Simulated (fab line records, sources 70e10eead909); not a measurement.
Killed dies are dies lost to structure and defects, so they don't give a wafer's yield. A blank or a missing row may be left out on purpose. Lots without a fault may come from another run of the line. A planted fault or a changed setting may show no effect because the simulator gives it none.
Chamber matching | flow nand_harc | NHARC_A_STAIRCASE_ALD_415 on ald_hk-04: 4 sister chambers
The step deposits SiO2, target thk 30 nm, pulse time 6 s, ald cycles 300. 8 wafers are shown with their chamber, then 7 later ones without.

WAFERS WITH THEIR CHAMBER
wafer  | chamber | heater_power_outer_w (W) | heater_power_w (W)
L082.1 | 2       | 334                      | 561
L082.4 | 0       | 282                      | 531
L082.6 | 2       | 315                      | 542
L086.3 | 0       | 287                      | 539
L086.4 | 3       | 265                      | 482
L086.6 | 1       | 279                      | 515
L089.2 | 3       | 262                      | 504
L089.3 | 1       | 282                      | 522

WAFERS WITHOUT THEIR CHAMBER
wafer  | heater_power_outer_w (W) | heater_power_w (W)
L089.5 | 319                      | 543
L088.2 | 280                      | 518
L088.5 | 282                      | 512
L088.6 | 285                      | 530
L092.4 | 334                      | 549
L092.5 | 264                      | 511
L092.6 | 324                      | 561

WHICH CHAMBER EACH WENT THROUGH
wafer  | from the rows above          | in truth
L089.5 | 2                            | 2
L088.2 | can't be placed: 1 or 0      | 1
L088.5 | can't be placed: 1 or 0      | 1
L088.6 | can't be placed: 0 or 1      | 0
L092.4 | 2                            | 2
L092.5 | can't be placed: 3 or 1 or 0 | 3
L092.6 | 2                            | 2
Placed correctly: 3 of 7. Can't be placed from these rows: 4 (the true chamber is among the candidates in 4). Placed wrongly: 0.
How it was worked out, from the rows above alone: a wafer's distance from a chamber is the root of the sum, over the readings, of the square of ((its reading less the chamber's mean) divided by the reading's scatter). The wafer belongs to the nearest chamber; if the next one is less than 2 further off, it can't be placed. A chamber's mean is the mean of its shown wafers. The scatter: the root of (the sum of the squares of (reading less its chamber's mean) over the shown wafers, divided by (wafers less chambers)).
